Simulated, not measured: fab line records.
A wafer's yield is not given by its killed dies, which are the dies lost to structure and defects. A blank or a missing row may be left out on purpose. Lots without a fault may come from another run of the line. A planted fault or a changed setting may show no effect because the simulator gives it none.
2 desks, one fault | flow nandHarc | every desk sees just its own numbers, and what lay behind them comes last

## THE METROLOGY DESK
Means of the sampled wafers that have a number, per lot and without regard to the tool the lot ran on: this is what the gauges read. The brackets show how far a lot's mean lies from the usual mean; more than 4 standard deviations puts the lot out of limits, marked OUT.
Columns: A = cdNm at NHARC_P_CONTACT_CD_MEAS_12, usual 90.2 nm
lot  | first seen here | A
L534 | day 6 09:01     | 91.0
L535 | day 6 12:14     | 89.4
L538 | day 7 21:06     | 89.3
L539 | day 8 09:16     | 91.6
L541 | day 9 09:52     | 89.4
L542 | day 9 15:24     | 90.2
L545 | day 10 22:42    | 91.0
L547 | day 12 04:15    | 90.9
L548 | day 12 07:15    | 90.1
L549 | day 12 14:25    | 89.6
L551 | day 13 18:29    | 90.8
L556 | day 15 20:55    | 89.3
This desk found nothing out of limits on any of the 12 lots.

## THE DEFECT DESK
What the inspections along the route counted, lot by lot: means of the sampled wafers that have a number. The brackets show how far a lot's mean lies from the usual mean; more than 4 standard deviations puts the lot out of limits, marked OUT.
Columns: A = rawDefectCount at NHARC_P_GATE_INSPECT_68, usual 217
lot  | first seen here | A
L534 | day 6 07:24     | 152
L535 | day 6 10:38     | 147
L538 | day 7 19:37     | 193
L539 | day 8 07:40     | 187
L541 | day 9 08:15     | 231
L542 | day 9 13:53     | 208
L545 | day 10 21:05    | 211
L547 | day 12 02:46    | 194
L548 | day 12 05:37    | 195
L549 | day 12 12:55    | 156
L551 | day 13 09:37    | 1642 (+16) OUT
L556 | day 15 19:04    | 157
Finding of this desk: L551 out of limits; the first was L551 at day 13 09:37, on rawDefectCount at NHARC_P_GATE_INSPECT_68. Within limits: L534, L535, L538, L539, L541, L542, L545, L547, L548, L549, L556.

## TAKEN TOGETHER
The defect desk could have raised an alarm at day 13 09:37, on L551.
From the metrology desk's view, nothing was out of limits.
The metrology desk has L551 on record, within its limits.
The lots listed all ran NHARC_P_GATE_STRIP_106 on rieDiel-07.

## WHAT WAS PUT IN BY THE SIMULATOR
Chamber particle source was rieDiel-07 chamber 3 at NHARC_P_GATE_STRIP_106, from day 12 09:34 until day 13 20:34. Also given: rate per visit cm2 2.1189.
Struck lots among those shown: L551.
Hours from the fault's start to each desk's first reading out of limits: the defect desk, 24.
